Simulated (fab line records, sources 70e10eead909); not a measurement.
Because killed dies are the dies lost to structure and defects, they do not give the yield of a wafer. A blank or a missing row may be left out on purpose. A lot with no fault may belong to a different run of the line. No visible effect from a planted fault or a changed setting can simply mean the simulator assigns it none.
Chamber matching || flow nand_harc || 4 sister chambers for NHARC_P_BONDPAD_ETCH_24 on rie_diel-13
The step etches the open film in CF4/N2, target depth 30 nm, time 72.99 s. 18 wafers are shown with their chamber, then 9 later ones without.

WAFERS PAIRED WITH THEIR CHAMBERS
{"wafer": "L445.2", "chamber": 2, "drypump_motor_current_A (A)": 6.2, "oes_product_au (a.u.)": 0.998, "rf_vpp_V (V)": 311.3}
{"wafer": "L445.5", "chamber": 3, "drypump_motor_current_A (A)": 6.1, "oes_product_au (a.u.)": 1.008, "rf_vpp_V (V)": 312.8}
{"wafer": "L445.6", "chamber": 1, "drypump_motor_current_A (A)": 5.1, "oes_product_au (a.u.)": 1.013, "rf_vpp_V (V)": 313.7}
{"wafer": "L446.1", "chamber": 2, "drypump_motor_current_A (A)": 6.2, "oes_product_au (a.u.)": 0.997, "rf_vpp_V (V)": 313.1}
{"wafer": "L446.4", "chamber": 3, "drypump_motor_current_A (A)": 6.1, "oes_product_au (a.u.)": 1.006, "rf_vpp_V (V)": 311.7}
{"wafer": "L446.5", "chamber": 3, "drypump_motor_current_A (A)": 6.1, "oes_product_au (a.u.)": 1.008, "rf_vpp_V (V)": 313.2}
{"wafer": "L454.2", "chamber": 2, "drypump_motor_current_A (A)": 6.2, "oes_product_au (a.u.)": 0.997, "rf_vpp_V (V)": 311.8}
{"wafer": "L454.3", "chamber": 1, "drypump_motor_current_A (A)": 5.0, "oes_product_au (a.u.)": 1.011, "rf_vpp_V (V)": 311.5}
{"wafer": "L454.5", "chamber": 3, "drypump_motor_current_A (A)": 6.1, "oes_product_au (a.u.)": 1.002, "rf_vpp_V (V)": 311.5}
{"wafer": "L455.4", "chamber": 2, "drypump_motor_current_A (A)": 6.2, "oes_product_au (a.u.)": 0.992, "rf_vpp_V (V)": 313.3}
{"wafer": "L455.5", "chamber": 0, "drypump_motor_current_A (A)": 5.6, "oes_product_au (a.u.)": 1.020, "rf_vpp_V (V)": 317.1}
{"wafer": "L455.6", "chamber": 3, "drypump_motor_current_A (A)": 6.1, "oes_product_au (a.u.)": 1.006, "rf_vpp_V (V)": 311.7}
{"wafer": "L456.2", "chamber": 0, "drypump_motor_current_A (A)": 5.6, "oes_product_au (a.u.)": 1.010, "rf_vpp_V (V)": 316.0}
{"wafer": "L456.3", "chamber": 3, "drypump_motor_current_A (A)": 6.1, "oes_product_au (a.u.)": 0.993, "rf_vpp_V (V)": 312.0}
{"wafer": "L456.5", "chamber": 3, "drypump_motor_current_A (A)": 6.1, "oes_product_au (a.u.)": 0.998, "rf_vpp_V (V)": 312.3}
{"wafer": "L457.1", "chamber": 3, "drypump_motor_current_A (A)": 6.1, "oes_product_au (a.u.)": 0.999, "rf_vpp_V (V)": 310.8}
{"wafer": "L457.2", "chamber": 0, "drypump_motor_current_A (A)": 5.6, "oes_product_au (a.u.)": 1.014, "rf_vpp_V (V)": 315.5}
{"wafer": "L457.6", "chamber": 1, "drypump_motor_current_A (A)": 5.0, "oes_product_au (a.u.)": 1.014, "rf_vpp_V (V)": 312.6}

SIGNATURES, as means of the wafers listed above
{"reading": "drypump_motor_current_A", "chamber 0": 5.600, "chamber 1": 5.033, "chamber 2": 6.200, "chamber 3": 6.100, "scatter within a chamber": 0.0218}
{"reading": "oes_product_au", "chamber 0": 1.01467, "chamber 1": 1.01267, "chamber 2": 0.99600, "chamber 3": 1.00250, "scatter within a chamber": 0.00451}
{"reading": "rf_vpp_V", "chamber 0": 316.200, "chamber 1": 312.600, "chamber 2": 312.375, "chamber 3": 312.000, "scatter within a chamber": 0.873}
Rule: for a wafer and a chamber, the distance is found by dividing, reading by reading, the gap between the wafer's reading and the chamber's mean by the reading's scatter, squaring, summing and taking the root. If the next closest chamber is less than 2 further off than the closest, the wafer can't be placed; otherwise it belongs to the closest. The scatter: take each reading less its chamber's mean, square it, sum over the shown wafers, divide by the number of wafers less the number of chambers, and take the root.

WAFERS MISSING THEIR CHAMBER
{"wafer": "L459.1", "drypump_motor_current_A (A)": 6.1, "oes_product_au (a.u.)": 0.998, "rf_vpp_V (V)": 313.0}
{"wafer": "L459.2", "drypump_motor_current_A (A)": 5.6, "oes_product_au (a.u.)": 1.015, "rf_vpp_V (V)": 317.8}
{"wafer": "L459.3", "drypump_motor_current_A (A)": 6.2, "oes_product_au (a.u.)": 0.990, "rf_vpp_V (V)": 311.2}
{"wafer": "L460.2", "drypump_motor_current_A (A)": 5.0, "oes_product_au (a.u.)": 1.010, "rf_vpp_V (V)": 313.1}
{"wafer": "L460.4", "drypump_motor_current_A (A)": 6.1, "oes_product_au (a.u.)": 1.003, "rf_vpp_V (V)": 311.5}
{"wafer": "L460.5", "drypump_motor_current_A (A)": 6.2, "oes_product_au (a.u.)": 0.991, "rf_vpp_V (V)": 312.5}
{"wafer": "L468.1", "drypump_motor_current_A (A)": 6.1, "oes_product_au (a.u.)": 1.000, "rf_vpp_V (V)": 310.9}
{"wafer": "L468.2", "drypump_motor_current_A (A)": 6.2, "oes_product_au (a.u.)": 0.996, "rf_vpp_V (V)": 310.5}
{"wafer": "L468.3", "drypump_motor_current_A (A)": 5.0, "oes_product_au (a.u.)": 0.986, "rf_vpp_V (V)": 311.4}

EACH ONE'S CHAMBER
{"wafer": "L459.1", "from the rows above": 3, "in truth": 3}
{"wafer": "L459.2", "from the rows above": 0, "in truth": 0}
{"wafer": "L459.3", "from the rows above": 2, "in truth": 2}
{"wafer": "L460.2", "from the rows above": 1, "in truth": 1}
{"wafer": "L460.4", "from the rows above": 3, "in truth": 3}
{"wafer": "L460.5", "from the rows above": 2, "in truth": 2}
{"wafer": "L468.1", "from the rows above": 3, "in truth": 3}
{"wafer": "L468.2", "from the rows above": 2, "in truth": 2}
{"wafer": "L468.3", "from the rows above": 1, "in truth": 1}
Placed correctly: 9 of 9. Left unplaced by these rows: 0. 0 placed wrongly.
